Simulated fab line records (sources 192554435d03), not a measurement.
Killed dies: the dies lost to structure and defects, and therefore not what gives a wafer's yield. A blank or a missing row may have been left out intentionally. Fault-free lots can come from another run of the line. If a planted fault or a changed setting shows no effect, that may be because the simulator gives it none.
Chamber matching	flow n5_finfet	4 sister chambers for N5_BEOL_M0_SAQP_ETCH_102 on rie_si-05
The step etches SiO2 in CF4, target depth 4 nm, time 4.4 s. 4 wafers are shown with their chamber, then 8 later ones without.

## WAFERS WITH THEIR CHAMBER
wafer	chamber	throttle_valve_pct (%)
L082.3	3	21.79
L088.1	2	21.67
L088.5	1	21.62
L090.2	0	21.98

## WAFERS MISSING THEIR CHAMBER
wafer	throttle_valve_pct (%)
L090.5	21.78
L090.6	21.98
L091.1	21.63
L091.2	21.76
L091.6	21.63
L097.1	21.62
L097.3	21.79
L097.5	21.66

## WHICH CHAMBER EACH ONE RAN IN
wafer	from the rows above	in truth
L090.5	3	3
L090.6	0	0
L091.1	1	1
L091.2	3	3
L091.6	1	1
L097.1	1	1
L097.3	3	3
L097.5	2	2
8 of 8 placed correctly. Not placeable from these rows: 0. Wrongly placed: 0.
How it was worked out, from the rows above alone: a wafer's distance from a chamber is the root of the sum, over the readings, of the square of ((its reading less the chamber's mean) divided by the reading's scatter). If the next closest chamber is less than 2 further off than the closest, the wafer can't be placed; otherwise it belongs to the closest. The mean given for a chamber averages the wafers shown for that chamber. The scatter: with one shown wafer a chamber, the root of the mean of the squares of how far each hidden wafer lies from its nearest shown one.
